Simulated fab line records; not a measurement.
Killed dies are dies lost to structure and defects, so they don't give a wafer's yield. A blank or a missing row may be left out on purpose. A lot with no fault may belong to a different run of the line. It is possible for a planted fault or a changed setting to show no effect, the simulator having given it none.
fab line records + flow nand-harc
[record]
- lots = 6
- wafers = 18
- last-day = 25
route steps=1159 shown P_M2@324 END@1159
lots that met no fault: taken from a fault-free run of the same line
start-h: hours from the record's first day to the start of the lot's first wafer shown + wait-h: hours since the lot's step before + " unchanged from the row above + L1.1+2: a row that stands for several wafers + - either no value or no given start + * or withheld: withheld + < > ~ a bound
route shown NAME@n: a module of which the file shows steps, and the number in the route of the first + usual: mean/standard deviation taken from wafers without a fault + same: alike in all rows + chamber/n: place in a boat + sites: readings site by site + _std_site: the standard deviation of these + _edge_site: mean of outer sites minus mean of inner sites + radius-mm: how far each site lies from the wafer's centre + mask NAME#n: copy n + behind: the most recent tool/chamber to have shaped the wafer + hold: why the lot went on hold/how many hours it stayed there/how the hold came to an end + device: the transistor (n, p or np) that didn't switch + end of line: the same wafers' tests at the end of the route + a step without rows: its recipe alone + killed: the dies lost at the first sort to structure and to defects; this is not the yield of the wafer + map: per-die view of a wafer (x killed, . not killed, _ where there is no die)
set.NAME: the setting as run; set.NAME@STEP: as run at that earlier step + model.NAME: the simulator's own value behind a step, which no gauge read
lots at selected steps of the route; one table per step, one row per wafer
services: a tool's chamber out of use, with start hour (start-h, from the record's first day; less than 0 if before it), hours out, and reason
[[steps]]
[step NHARC_P_M2_EBR_05]
[step NHARC_P_M2_EXPOSE_06]
[recipe]
- na = 1.35
- target-cd-nm = 170
- dose-mj = 80.78
- mask-id = P_M2
[step NHARC_P_M2_PEB_07]
[recipe]
- peb-temp-c = 100
- peb-time-s = 65
[step NHARC_P_M2_DEVELOP_08]
[recipe]
- develop-time-s = 35
- dev-temp-c = 23
[step NHARC_P_M2_CD_MEAS_09]
[recipe]
- target-cd-nm = 170
- landing-energy-ev = 500
[usual]
- cd-nm = 170.0/0.56
[same]
- landing-energy-ev = 500
| lot.wafer | tool      | chamber | start-h | wait-h | cd-nm |
|-----------|-----------|---------|---------|--------|-------|
| L261.2    | cd-sem-01 | 0       | 128.19  | -      | 170.4 |
| L261.4    | "         | 0       | "       | "      | 170.3 |
| L261.5    | "         | 0       | "       | "      | 170.2 |
| L271.1    | cd-sem-01 | 0       | 194.23  | -      | 169.9 |
| L271.2    | "         | 0       | "       | "      | 170.0 |
| L271.4    | "         | 0       | "       | "      | 171.3 |
| L275.2    | cd-sem-02 | 0       | 206.31  | -      | 169.7 |
| L275.4    | "         | 0       | "       | "      | 169.5 |
| L275.6    | "         | 0       | "       | "      | 169.8 |
| L276.3    | cd-sem-01 | 0       | 213.49  | -      | 169.7 |
| L276.4    | "         | 0       | "       | "      | 168.8 |
| L276.6    | "         | 0       | "       | "      | 170.1 |
| L283.1    | cd-sem-03 | 0       | 257.67  | -      | 170.5 |
| L283.3    | "         | 0       | "       | "      | 169.3 |
| L283.6    | "         | 0       | "       | "      | 169.8 |
| L284.2    | cd-sem-03 | 0       | 267.70  | -      | 170.3 |
| L284.4    | "         | 0       | "       | "      | 170.6 |
| L284.5    | "         | 0       | "       | "      | 170.1 |
[step NHARC_P_M2_OVL_MEAS_10]
[recipe]
- pitch-nm = 340
[usual]
- overlay-x-nm = 0.5/1
- overlay-y-nm = -0.2/0.78
| lot.wafer | tool       | chamber | start-h | wait-h | overlay-x-nm | overlay-y-nm |
|-----------|------------|---------|---------|--------|--------------|--------------|
| L261.2    | overlay-01 | -       | 128.28  | -      | 0.4          | -0.8         |
| L261.4    | "          | -       | "       | "      | 1.3          | 0.0          |
| L261.5    | "          | -       | "       | "      | 1.3          | -0.3         |
| L271.1    | overlay-01 | -       | 194.32  | -      | 0.8          | -1.3         |
| L271.2    | "          | -       | "       | "      | 1.1          | -0.8         |
| L271.4    | "          | -       | "       | "      | 1.7          | -1.0         |
| L275.2    | overlay-01 | -       | 206.39  | -      | 1.9          | -0.3         |
| L275.4    | "          | -       | "       | "      | 1.7          | -0.2         |
| L275.6    | "          | -       | "       | "      | 1.6          | -0.2         |
| L276.3    | overlay-02 | -       | 213.57  | -      | 0.5          | 0.7          |
| L276.4    | "          | -       | "       | "      | 0.6          | -0.1         |
| L276.6    | "          | -       | "       | "      | 1.0          | 0.6          |
| L283.1    | overlay-02 | -       | 257.76  | -      | 1.1          | 1.5          |
| L283.3    | "          | -       | "       | "      | 1.2          | 1.0          |
| L283.6    | "          | -       | "       | "      | 1.4          | 1.5          |
| L284.2    | overlay-02 | -       | 267.79  | -      | -0.9         | -1.3         |
| L284.4    | "          | -       | "       | "      | -0.9         | -0.6         |
| L284.5    | "          | -       | "       | "      | -0.9         | -1.0         |
[step NHARC_P_M2_INSPECT_11]
[usual]
- raw-defect-count = 4.2/2.5
| lot.wafer | tool              | chamber | start-h | wait-h | raw-defect-count |
|-----------|-------------------|---------|---------|--------|------------------|
| L261.2    | defect-inspect-01 | -       | 128.32  | 0.0    | 5                |
| L261.4    | "                 | -       | "       | "      | 2                |
| L261.5    | "                 | -       | "       | "      | 6                |
| L271.1    | defect-inspect-01 | -       | 194.36  | 0.0    | 3                |
| L271.2    | "                 | -       | "       | "      | 5                |
| L271.4    | "                 | -       | "       | "      | 4                |
| L275.2    | defect-inspect-02 | -       | 206.43  | 0.0    | 6                |
| L275.4    | "                 | -       | "       | "      | 2                |
| L275.6    | "                 | -       | "       | "      | 0                |
| L276.3    | defect-inspect-02 | -       | 213.61  | 0.0    | 3                |
| L276.4    | "                 | -       | "       | "      | 7                |
| L276.6    | "                 | -       | "       | "      | 2                |
| L283.1    | defect-inspect-02 | -       | 257.79  | 0.0    | 2                |
| L283.3    | "                 | -       | "       | "      | 4                |
| L283.6    | "                 | -       | "       | "      | 4                |
| L284.2    | defect-inspect-02 | -       | 267.82  | 0.0    | 3                |
| L284.4    | "                 | -       | "       | "      | 5                |
| L284.5    | "                 | -       | "       | "      | 2                |
[step NHARC_P_M2_DESCUM_14]
[recipe]
- time-s = 3
- o2-flow-sccm = 200
- ar-flow-sccm = 0
- bias-power-w = 0
- chemistry = O2
[usual]
- drypump-motor-current-A = 5.6/0.62
- oes-product-au = 0.999/0.0089
- rf-vpp-V = 57.9/0.88
- showerhead-plenum-p-Torr = 1.95/0.078
- throttle-valve-pct = 11.310/0.009
| lot.wafer | tool        | chamber | start-h | wait-h | drypump-motor-current-A | oes-product-au | rf-hours-counter-h | rf-vpp-V | showerhead-plenum-p-Torr | throttle-valve-pct |
|-----------|-------------|---------|---------|--------|-------------------------|----------------|--------------------|----------|--------------------------|--------------------|
| L261.2    | rie-diel-04 | 0       | 128.39  | 0.1    | 5.8                     | 0.982          | 1                  | 57.0     | 1.96                     | 11.329             |
| L261.4    | "           | 1       | "       | "      | 5.5                     | 1.000          | 2                  | 58.1     | 2.05                     | 11.312             |
| L261.5    | "           | 0       | "       | "      | 5.9                     | 0.994          | -                  | 56.8     | 1.96                     | 11.305             |
| L271.1    | rie-diel-03 | 2       | 194.42  | 0.1    | 5.0                     | 1.001          | 5                  | 56.7     | 1.86                     | 11.298             |
| L271.2    | "           | 0       | "       | "      | 6.6                     | 1.000          | 6                  | 58.4     | 2.02                     | 11.310             |
| L271.4    | "           | 1       | "       | "      | 4.8                     | 1.005          | 5                  | 58.8     | 1.98                     | 11.310             |
| L275.2    | rie-diel-03 | 1       | 206.49  | 0.1    | 4.8                     | 0.993          | 6                  | 57.0     | 1.98                     | 11.325             |
| L275.4    | "           | 0       | "       | "      | 6.5                     | 0.982          | 6                  | 58.1     | 2.02                     | 11.311             |
| L275.6    | "           | 2       | "       | "      | 5.0                     | 0.991          | -                  | 57.9     | 1.86                     | 11.330             |
| L276.3    | rie-diel-03 | 2       | 213.66  | 0.1    | 5.0                     | 0.996          | 6                  | 57.4     | 1.86                     | 11.297             |
| L276.4    | "           | 0       | "       | "      | 6.5                     | 1.003          | 6                  | 59.2     | 2.02                     | 11.308             |
| L276.6    | "           | 2       | "       | "      | 5.0                     | 1.001          | -                  | 56.8     | 1.86                     | 11.313             |
| L283.1    | rie-diel-04 | 3       | 257.85  | 0.1    | 5.1                     | 0.999          | 27                 | 56.6     | 1.82                     | 11.315             |
| L283.3    | "           | 0       | "       | "      | 5.9                     | 0.987          | 27                 | 58.0     | 1.96                     | 11.314             |
| L283.6    | "           | 0       | "       | "      | 5.9                     | 0.991          | -                  | 57.5     | 1.96                     | 11.317             |
| L284.2    | rie-diel-06 | 0       | 267.88  | 0.1    | 5.9                     | 0.989          | 5                  | 58.1     | 1.96                     | 11.314             |
| L284.4    | "           | 2       | "       | "      | 6.4                     | 1.002          | 6                  | 58.3     | 1.96                     | 11.325             |
| L284.5    | "           | 1       | "       | "      | 6.6                     | 0.995          | -                  | 58.1     | 2.01                     | 11.321             |
[step NHARC_P_M2_ETCH_35]
[recipe]
- target-depth-a = 400
- overetch-a = 120
- time-s = 43.94
- ion-energy-ev = 200
- n2-flow-sccm = 150
- h2-flow-sccm = 150
- ar-flow-sccm = 0
- rf-w = 400
- bias-w = 150
- chemistry = N2/H2
[usual]
- drypump-motor-current-A = 5.6/0.64
- oes-product-au = 1.000/0.009
- rf-fwd-power-W = 395.7/1.7
- rf-vpp-V = 431.9/2.4
- showerhead-plenum-p-Torr = 2.09/0.081
- throttle-valve-pct = 14.171/0.0092
| lot.wafer | tool        | chamber | start-h | wait-h | drypump-motor-current-A | oes-product-au | rf-fwd-power-W | rf-hours-counter-h | rf-vpp-V | showerhead-plenum-p-Torr | throttle-valve-pct |
|-----------|-------------|---------|---------|--------|-------------------------|----------------|----------------|--------------------|----------|--------------------------|--------------------|
| L261.2    | rie-diel-04 | 1       | 128.47  | 0.1    | 5.4                     | 0.993          | 398.3          | 2                  | 433.5    | 2.19                     | 14.169             |
| L261.4    | "           | 2       | "       | "      | 5.9                     | 0.986          | 394.0          | 1                  | 429.4    | 2.03                     | 14.176             |
| L261.5    | "           | 0       | "       | "      | 5.8                     | 0.997          | 398.6          | -                  | 433.4    | 2.10                     | 14.172             |
| L271.4    | rie-diel-03 | 0       | 194.50  | 0.1    | 6.5                     | 0.994          | 397.2          | 6                  | 433.9    | 2.16                     | 14.168             |
| L271.1    | "           | 1       | "       | "      | 4.8                     | 1.004          | 396.2          | 5                  | 432.9    | 2.12                     | 14.169             |
| L271.2    | "           | 3       | "       | "      | 5.2                     | 1.012          | 392.9          | 5                  | 432.6    | 2.15                     | 14.167             |
| L275.2    | rie-diel-03 | 3       | 206.60  | 0.1    | 5.2                     | 1.021          | 393.7          | 6                  | 434.3    | 2.15                     | 14.175             |
| L275.4    | "           | 0       | "       | "      | 6.6                     | 1.013          | 397.5          | 6                  | 434.4    | 2.16                     | 14.157             |
| L275.6    | "           | 0       | "       | "      | 6.6                     | 1.000          | 398.6          | -                  | 433.3    | 2.16                     | 14.184             |
| L276.4    | rie-diel-03 | 1       | 213.75  | 0.1    | 4.8                     | 1.001          | 396.4          | 6                  | 432.8    | 2.12                     | 14.176             |
| L276.3    | "           | 2       | "       | "      | 5.1                     | 0.996          | 392.5          | 6                  | 430.3    | 1.98                     | 14.155             |
| L276.6    | "           | 2       | "       | "      | 5.0                     | 1.001          | 393.1          | -                  | 428.0    | 1.98                     | 14.169             |
| L283.1    | rie-diel-04 | 0       | 257.96  | 0.1    | 5.8                     | 0.995          | 396.0          | 27                 | 430.9    | 2.09                     | 14.175             |
| L283.3    | "           | 3       | "       | "      | 5.1                     | 0.996          | 397.3          | 27                 | 427.9    | 1.94                     | 14.167             |
| L283.6    | "           | 3       | "       | "      | 5.1                     | 0.994          | 396.8          | -                  | 428.0    | 1.94                     | 14.168             |
| L284.2    | rie-diel-06 | 3       | 267.97  | 0.1    | 6.3                     | 1.006          | 396.5          | 6                  | 426.8    | 1.89                     | 14.162             |
| L284.4    | "           | 0       | "       | "      | 5.9                     | 0.988          | 396.2          | 5                  | 430.5    | 2.09                     | 14.163             |
| L284.5    | "           | 2       | "       | "      | 6.4                     | 1.004          | 397.9          | -                  | 433.5    | 2.09                     | 14.165             |
[step NHARC_P_M2_ETCH_15]
[recipe]
- target-depth-a = 1825
- time-s = 91.2
- c4f8-flow-sccm = withheld
- ar-flow-sccm = 400
- rf-w = 600
- bias-w = 300
- chemistry = C4F8/Ar
[usual]
- oes-product-au = 0.943/0.02
- rf-fwd-power-W = 595.9/1.8
- rf-vpp-V = 441.9/2.6
| lot.wafer | tool        | chamber | start-h | wait-h | oes-product-au | rf-fwd-power-W | rf-hours-counter-h | rf-vpp-V |
|-----------|-------------|---------|---------|--------|----------------|----------------|--------------------|----------|
| L261.2    | rie-diel-04 | 1       | -       | -      | 0.967          | 599.5          | 2                  | 445.6    |
| L261.4    | "           | 2       | "       | "      | 0.979          | 597.3          | 1                  | 439.9    |
| L261.5    | "           | 3       | "       | "      | 0.950          | 595.4          | -                  | 437.4    |
| L271.2    | rie-diel-03 | 1       | -       | -      | 0.929          | 598.0          | 5                  | 443.3    |
| L271.4    | "           | 2       | "       | "      | 0.912          | 595.3          | 6                  | 439.7    |
| L271.1    | "           | 0       | "       | "      | 0.927          | 594.3          | 6                  | 444.4    |
| L275.4    | rie-diel-03 | 2       | -       | -      | 0.931          | 597.1          | 6                  | 438.8    |
| L275.2    | "           | 0       | "       | "      | 0.961          | 596.1          | 6                  | 443.9    |
| L275.6    | "           | 1       | "       | "      | 0.940          | 593.9          | -                  | 441.2    |
| L276.3    | rie-diel-03 | 1       | -       | -      | 0.920          | 594.6          | 6                  | 443.3    |
| L276.4    | "           | 2       | "       | "      | 0.919          | 594.0          | 6                  | 439.0    |
| L276.6    | "           | 1       | "       | "      | 0.928          | 596.2          | -                  | 442.0    |
| L283.3    | rie-diel-04 | 3       | -       | -      | 0.927          | 596.2          | 27                 | 437.4    |
| L283.1    | "           | 0       | "       | "      | 0.909          | 596.5          | 27                 | 441.0    |
| L283.6    | "           | 3       | "       | "      | 0.919          | 597.1          | -                  | 437.5    |
| L284.4    | rie-diel-06 | 1       | -       | -      | 0.955          | 595.1          | 6                  | 443.8    |
| L284.2    | "           | 3       | "       | "      | 0.989          | 599.2          | 6                  | 435.9    |
| L284.5    | "           | 1       | "       | "      | 0.955          | 594.2          | -                  | 444.7    |
[step NHARC_P_M2_CD_MEAS_16]
[usual]
- cd-nm = 170.0/0.79
| lot.wafer | tool      | chamber | start-h | wait-h | cd-nm |
|-----------|-----------|---------|---------|--------|-------|
| L261.2    | cd-sem-03 | -       | 128.68  | -      | 170.4 |
| L261.4    | "         | -       | "       | "      | 170.0 |
| L261.5    | "         | -       | "       | "      | 171.4 |
| L271.1    | cd-sem-03 | -       | 194.72  | -      | 170.3 |
| L271.2    | "         | -       | "       | "      | 169.1 |
| L271.4    | "         | -       | "       | "      | 171.4 |
| L275.2    | cd-sem-01 | -       | 206.83  | -      | 170.1 |
| L275.4    | "         | -       | "       | "      | 168.6 |
| L275.6    | "         | -       | "       | "      | 169.5 |
| L276.3    | cd-sem-02 | -       | 213.97  | -      | 170.2 |
| L276.4    | "         | -       | "       | "      | 168.4 |
| L276.6    | "         | -       | "       | "      | 170.2 |
| L283.1    | cd-sem-01 | -       | 258.20  | -      | 170.9 |
| L283.3    | "         | -       | "       | "      | 169.3 |
| L283.6    | "         | -       | "       | "      | 169.8 |
| L284.2    | cd-sem-02 | -       | 268.19  | -      | 169.7 |
| L284.4    | "         | -       | "       | "      | 171.8 |
| L284.5    | "         | -       | "       | "      | 169.3 |
[step NHARC_P_M2_STRIP_18]
[recipe]
- power-w = 1000
- n2-flow-sccm = 150
- h2-flow-sccm = 150
- ar-flow-sccm = 0
- bias-w = 0
- chemistry = N2/H2
[usual]
- drypump-motor-current-A = 5.6/0.62
- oes-product-au = 1.000/0.0087
- rf-fwd-power-W = 998/3.2
- rf-vpp-V = 90.9/0.92
- showerhead-plenum-p-Torr = 2.09/0.078
- throttle-valve-pct = 14.171/0.008
| lot.wafer | tool        | chamber | start-h | wait-h | drypump-motor-current-A | oes-product-au | rf-fwd-power-W | rf-hours-counter-h | rf-vpp-V | showerhead-plenum-p-Torr | throttle-valve-pct |
|-----------|-------------|---------|---------|--------|-------------------------|----------------|----------------|--------------------|----------|--------------------------|--------------------|
| L261.4    | rie-diel-03 | 0       | 128.76  | 0.1    | 6.5                     | 0.995          | 996            | 3                  | 91.4     | 2.16                     | 14.170             |
| L261.2    | "           | 1       | "       | "      | 4.8                     | 0.990          | 1002           | 3                  | 90.1     | 2.12                     | 14.164             |
| L261.5    | "           | 0       | "       | "      | 6.5                     | 0.997          | 995            | -                  | 93.2     | 2.16                     | 14.168             |
| L271.1    | rie-diel-06 | 2       | 194.80  | 0.1    | 6.4                     | 0.994          | 995            | 47                 | 91.1     | 2.09                     | 14.187             |
| L271.2    | "           | 0       | "       | "      | 5.9                     | 1.010          | 996            | 44                 | 90.8     | 2.10                     | 14.170             |
| L271.4    | "           | 2       | "       | "      | 6.4                     | 0.999          | 991            | -                  | 90.8     | 2.10                     | 14.176             |
| L275.4    | rie-diel-03 | 2       | 206.95  | 0.1    | 5.0                     | 1.003          | 999            | 6                  | 91.4     | 1.98                     | 14.160             |
| L275.2    | "           | 3       | "       | "      | 5.2                     | 1.019          | 1002           | 6                  | 91.8     | 2.15                     | 14.184             |
| L275.6    | "           | 0       | "       | "      | 6.6                     | 1.005          | 998            | -                  | 91.9     | 2.16                     | 14.181             |
| L276.4    | rie-diel-03 | 3       | 214.04  | 0.1    | 5.3                     | 1.009          | 997            | 6                  | 90.7     | 2.15                     | 14.166             |
| L276.3    | "           | 0       | "       | "      | 6.5                     | 0.992          | 993            | 6                  | 90.8     | 2.16                     | 14.167             |
| L276.6    | "           | 3       | "       | "      | 5.3                     | 1.008          | 999            | -                  | 91.1     | 2.15                     | 14.176             |
| L283.3    | rie-diel-06 | 1       | 258.28  | 0.1    | 6.6                     | 1.001          | 1002           | 2                  | 90.1     | 2.14                     | 14.168             |
| L283.1    | "           | 0       | "       | "      | 5.9                     | 1.005          | 1000           | 2                  | 91.4     | 2.09                     | 14.165             |
| L283.6    | "           | 1       | "       | "      | 6.5                     | 0.980          | 996            | -                  | 90.8     | 2.15                     | 14.167             |
| L284.2    | rie-diel-04 | 2       | 268.30  | 0.1    | 5.8                     | 0.998          | 999            | 26                 | 89.6     | 2.02                     | 14.171             |
| L284.5    | "           | 1       | "       | "      | 5.4                     | 1.001          | 997            | -                  | 91.8     | 2.18                     | 14.179             |
| L284.4    | "           | 0       | "       | "      | 5.9                     | 1.000          | 1004           | -                  | 90.9     | 2.09                     | 14.172             |
[step NHARC_P_M2_ETCH_28]
[recipe]
- target-depth-a = 300
- over-etch-frac = 0.3
- time-s = 72.99
- ion-energy-ev = 150
- cf4-flow-sccm = 50
- n2-flow-sccm = 100
- ar-flow-sccm = 150
- rf-w = 300
- bias-w = 100
- chemistry = CF4/N2
[usual]
- drypump-motor-current-A = 5.6/0.62
- oes-product-au = 1.000/0.0081
- rf-fwd-power-W = 297.9/1
- rf-vpp-V = 315.3/1.8
- showerhead-plenum-p-Torr = 2.69/0.095
- throttle-valve-pct = 19.794/0.0094
| lot.wafer | tool        | chamber | start-h | wait-h | drypump-motor-current-A | oes-product-au | rf-fwd-power-W | rf-hours-counter-h | rf-vpp-V | showerhead-plenum-p-Torr | throttle-valve-pct |
|-----------|-------------|---------|---------|--------|-------------------------|----------------|----------------|--------------------|----------|--------------------------|--------------------|
| L261.2    | rie-diel-03 | 1       | 129.01  | -      | 4.8                     | 0.982          | 297.6          | 3                  | 317.3    | 2.72                     | 19.789             |
| L261.4    | "           | 2       | "       | "      | 5.1                     | 1.000          | 296.7          | 3                  | 313.4    | 2.55                     | 19.783             |
| L261.5    | "           | 0       | "       | "      | 6.5                     | 1.000          | 297.3          | -                  | 317.7    | 2.77                     | 19.796             |
| L271.1    | rie-diel-06 | 1       | 195.10  | -      | 6.6                     | 1.000          | 298.4          | 40                 | 316.5    | 2.76                     | 19.795             |
| L271.2    | "           | 2       | "       | "      | 6.5                     | 0.996          | 299.1          | 47                 | 315.1    | 2.69                     | 19.783             |
| L271.4    | "           | 0       | "       | "      | 5.9                     | 0.994          | 299.5          | -                  | 314.5    | 2.70                     | 19.798             |
| L275.2    | rie-diel-03 | 2       | 207.15  | -      | 5.0                     | 1.002          | 296.5          | 6                  | 313.2    | 2.55                     | 19.805             |
| L275.4    | "           | 3       | "       | "      | 5.3                     | 1.004          | 298.2          | 6                  | 316.5    | 2.76                     | 19.781             |
| L275.6    | "           | 1       | "       | "      | 4.8                     | 0.872          | 297.0          | -                  | 314.7    | 2.72                     | 19.796             |
| L276.3    | rie-diel-03 | 0       | 214.29  | -      | 6.5                     | 0.993          | 298.1          | 7                  | 316.9    | 2.77                     | 19.788             |
| L276.4    | "           | 1       | "       | "      | 4.8                     | 0.860          | 297.6          | 6                  | 316.8    | 2.72                     | 19.790             |
| L276.6    | "           | 3       | "       | "      | 5.2                     | 1.010          | 297.4          | -                  | 315.7    | 2.76                     | 19.802             |
| L283.3    | rie-diel-06 | 1       | 258.52  | -      | 6.5                     | 1.004          | 298.2          | 2                  | 316.5    | 2.75                     | 19.783             |
| L283.1    | "           | 2       | "       | "      | 6.5                     | 0.992          | 299.2          | 3                  | 315.1    | 2.68                     | 19.792             |
| L283.6    | "           | 2       | "       | "      | 6.4                     | 1.004          | 296.9          | -                  | 314.7    | 2.68                     | 19.800             |
| L284.2    | rie-diel-04 | 0       | 268.57  | -      | 5.9                     | 0.994          | 298.3          | 27                 | 314.8    | 2.68                     | 19.807             |
| L284.4    | "           | 1       | "       | "      | 5.5                     | 0.993          | 298.2          | -                  | 317.4    | 2.80                     | 19.794             |
| L284.5    | "           | 2       | "       | "      | 5.8                     | 0.988          | 297.2          | -                  | 313.8    | 2.60                     | 19.790             |
[step NHARC_P_M2_STRIP_19]
[recipe]
- time-s = 600
- temp-c = 30
- chemistry = post-etch-residue-remover
[step NHARC_END_SORT_01]
[recipe]
- temp-c = 25
[usual]
- defect-limited-yield = 95.6/1.6
- killed-at-array = 26/11
- killed-at-other = 0.4/0.78
- killed-at-periphery = 3.4/2.4
- killed-dies = 29/11
- killed-open = 3.1/1.9
- killed-short = 1.9/1.4
- sort_bin_2_pct = 1.3/0.63
- sort_bin_3_pct = 0.20/0.18
- sort_bin_4_pct = 2.8/1.1
- sort-n-pass = 648/11
- sort-rim-yield-pct = 95/3.4
- sort-yield-pct = 95.6/1.6
[same]
- gross-dies = 677
- sort_bin_5_pct[%] = 0
- sort_bin_6_pct[%] = 0
- sort_bin_7_pct[%] = 0
- sort_bin_8_pct[%] = 0
- sort-rim-n-gross = 106.00
| lot.wafer | tool      | chamber | start-h | wait-h | defect-limited-yield[%] | killed-at-array | killed-at-other | killed-at-periphery | killed-dies | killed-open | killed-short | sort_bin_2_pct[%] | sort_bin_3_pct[%] | sort_bin_4_pct[%] | sort-n-pass | sort-rim-yield-pct[%] | sort-yield-pct[%] |
|-----------|-----------|---------|---------|--------|-------------------------|-----------------|-----------------|---------------------|-------------|-------------|--------------|-------------------|-------------------|-------------------|-------------|-----------------------|-------------------|
| L261.2    | prober-02 | 0       | 521.81  | 2.8    | 97.9                    | 12              | 0               | 2                   | 14          | 0           | 1            | 0.7               | 0.15              | 1.2               | 663         | 97                    | 97.9              |
| L261.4    | prober-02 | 0       | 523.41  | 3.4    | 97.0                    | 18              | 0               | 2                   | 20          | 1           | 1            | 1.0               | 0.15              | 1.8               | 657         | 97                    | 97.0              |
| L261.5    | prober-02 | 0       | 524.20  | 3.7    | 95.3                    | 29              | 0               | 3                   | 32          | 3           | 1            | 2.1               | 0.15              | 2.5               | 645         | 97                    | 95.3              |
| L283.1    | prober-01 | 0       | 599.04  | 2.5    | 97.0                    | 20              | 0               | 0                   | 20          | 5           | 2            | 0.9               | 0.15              | 1.9               | 657         | 96                    | 97.0              |
| L283.3    | prober-01 | 0       | 600.63  | 3.1    | 96.9                    | 15              | 0               | 6                   | 21          | 7           | 2            | 1.0               | 0                 | 2.1               | 656         | 95                    | 96.9              |
| L283.6    | prober-01 | 0       | 603.02  | 4.0    | 97.2                    | 16              | 0               | 3                   | 19          | 5           | 3            | 0.7               | 0                 | 2.1               | 658         | 94                    | 97.2              |
| L284.2    | prober-01 | 0       | 607.67  | 2.8    | 96.8                    | 20              | 0               | 2                   | 22          | 3           | 3            | 1.0               | 0                 | 2.2               | 655         | 97                    | 96.8              |
| L284.4    | prober-01 | 0       | 609.26  | 3.4    | 95.7                    | 23              | 1               | 5                   | 29          | 1           | 2            | 0.9               | 0.44              | 3.0               | 648         | 98                    | 95.7              |
| L284.5    | prober-01 | 0       | 610.06  | 3.7    | 96.8                    | 18              | 3               | 1                   | 22          | 2           | 2            | 0.7               | 0.30              | 2.2               | 655         | 98                    | 96.8              |
// killed by level:class
L261.2 A_STAIRCASE:chamber-film-flake=3 P_GATE:chamber-film-flake=2 A_SGD_CUT:chamber-film-flake=2 A_SLIT:chamber-film-flake=2 A_CONTACT:chamber-film-flake=2 A_CONTACT:geometric-particle:short=1 A_CHANNEL_HOLE_D1:chamber-film-flake=1 A_BONDPAD:chamber-film-flake=1
L261.4 A_SLIT:chamber-film-flake=11 A_STAIRCASE:chamber-film-flake=2 A_SGD_CUT:chamber-film-flake=2 A_CHANNEL_FILL_D1:geometric-particle:open=1 A_M1:geometric-particle:short=1 P_GATE:chamber-film-flake=1 P_M2:chamber-film-flake=1 A_BLC:chamber-film-flake=1
L261.5 A_SLIT:chamber-film-flake=11 A_SGD_CUT:chamber-film-flake=7 A_STAIRCASE:chamber-film-flake=6 A_WL_FILL:chamber-film-flake=2 P_M1:geometric-particle:open=1 A_CHANNEL_HOLE_D1:geometric-particle:open=1 A_WL_FILL:geometric-particle:open=1 A_M1:geometric-particle:short=1
L283.1 A_CHANNEL_HOLE_D1:chamber-film-flake=7 A_CONTACT:geometric-particle:open=3 A_STAIRCASE:chamber-film-flake=3 A_CHANNEL_FILL_D1:geometric-particle:open=1 A_WL_FILL:geometric-particle:short=1 A_CONTACT:geometric-particle:short=1 A_M0:geometric-particle:open=1 A_ZERO_WELL:chamber-film-flake=1
L283.3 A_CHANNEL_HOLE_D1:chamber-film-flake=6 A_M1:chamber-film-flake=4 P_GATE:geometric-particle:open=2 P_CONTACT:geometric-particle:open=2 P_BONDPAD:geometric-particle:open=1 A_ONON_D1:geometric-particle:short=1 A_CHANNEL_HOLE_D1:geometric-particle:open=1 A_CHANNEL_FILL_D1:geometric-particle:short=1
L283.6 A_CHANNEL_HOLE_D1:chamber-film-flake=4 A_M1:chamber-film-flake=3 A_CHANNEL_FILL_D1:geometric-particle:open=2 A_CONTACT:geometric-particle:open=2 P_GATE:geometric-particle:short=1 P_CONTACT:geometric-particle:open=1 A_STAIRCASE:geometric-particle:short=1 A_WL_FILL:geometric-particle:short=1
L284.2 A_CHANNEL_HOLE_D1:chamber-film-flake=8 A_CONTACT:chamber-film-flake=6 A_WL_FILL:geometric-particle:short=2 P_M1:geometric-particle:open=1 A_WL_FILL:geometric-particle:open=1 A_CONTACT:geometric-particle:open=1 A_CONTACT:geometric-particle:short=1 P_ZERO_WELL:chamber-film-flake=1
L284.4 A_CHANNEL_HOLE_D1:chamber-film-flake=12 P_STI:chamber-film-flake=5 A_CONTACT:chamber-film-flake=4 A_STAIRCASE:chamber-film-flake=3 A_ONON_D1:geometric-particle:short=1 A_WL_FILL:geometric-particle:short=1 A_M1:geometric-particle:open=1 A_CHANNEL_FILL_D1:chamber-film-flake=1
L284.5 A_CHANNEL_HOLE_D1:chamber-film-flake=11 THIN_TSV:chamber-film-flake=2 A_ONON_D1:geometric-particle:open=1 A_SGD_CUT:geometric-particle:short=1 A_M1:geometric-particle:open=1 STARTING-WAFER:geometric-particle:short=1 P_STI:chamber-film-flake=1 A_STAIRCASE:chamber-film-flake=1
[[services]]
| tool        | chamber | start-h | hours | kind   |
|-------------|---------|---------|-------|--------|
| rie-diel-04 | -       | 112.00  | 9.0   | pm     |
| rie-diel-03 | 0       | 120.80  | -     | clean  |
| rie-diel-03 | 1       | 120.80  | -     | clean  |
| rie-diel-03 | 2       | 120.80  | -     | clean  |
| rie-diel-03 | 3       | 120.80  | -     | clean  |
| rie-diel-03 | 1       | 137.31  | 9.3   | repair |
| rie-diel-03 | 3       | 142.81  | 4.2   | repair |
| rie-diel-03 | 0       | 145.30  | -     | clean  |
| rie-diel-03 | 2       | 145.30  | -     | clean  |
| rie-diel-03 | 0       | 169.80  | -     | clean  |
| rie-diel-03 | 1       | 169.80  | -     | clean  |
| rie-diel-03 | 2       | 169.80  | -     | clean  |
| rie-diel-03 | 3       | 169.80  | -     | clean  |
| rie-diel-06 | 3       | 190.61  | 4.7   | repair |
| rie-diel-03 | 0       | 194.30  | -     | clean  |
| rie-diel-03 | 1       | 194.30  | -     | clean  |
| rie-diel-03 | 2       | 194.30  | -     | clean  |
| rie-diel-06 | 1       | 199.82  | 13.2  | repair |
| rie-diel-04 | -       | 212.19  | 0.4   | repair |
| rie-diel-03 | -       | 215.30  | 9.0   | pm     |
| rie-diel-06 | -       | 241.27  | 9.0   | pm     |
| rie-diel-03 | -       | 245.91  | 50.1  | repair |
| rie-diel-04 | 1       | 251.13  | 11.7  | repair |
| rie-diel-04 | 3       | 267.47  | 9.2   | repair |
[[key]]
[first-sign]
- step = NHARC_P_M2_ETCH_28
- reading = oes-product-au
- direction = down
- sigmas = 17
- usual = 1.000
- struck = 0.866
effect none on later readings
met-at NHARC_P_M2_ETCH_28
struck-wafers L275.6,L276.4
onset-between 129.01 207.15
[fault]
- kind = process-parameter-drift
- tool = rie-diel-03
- chamber = 1
- onset-h = 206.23
- steps = NHARC_P_M2_ETCH_28
- channel = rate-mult
- offset = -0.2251
- shape = step
- end-h = 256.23
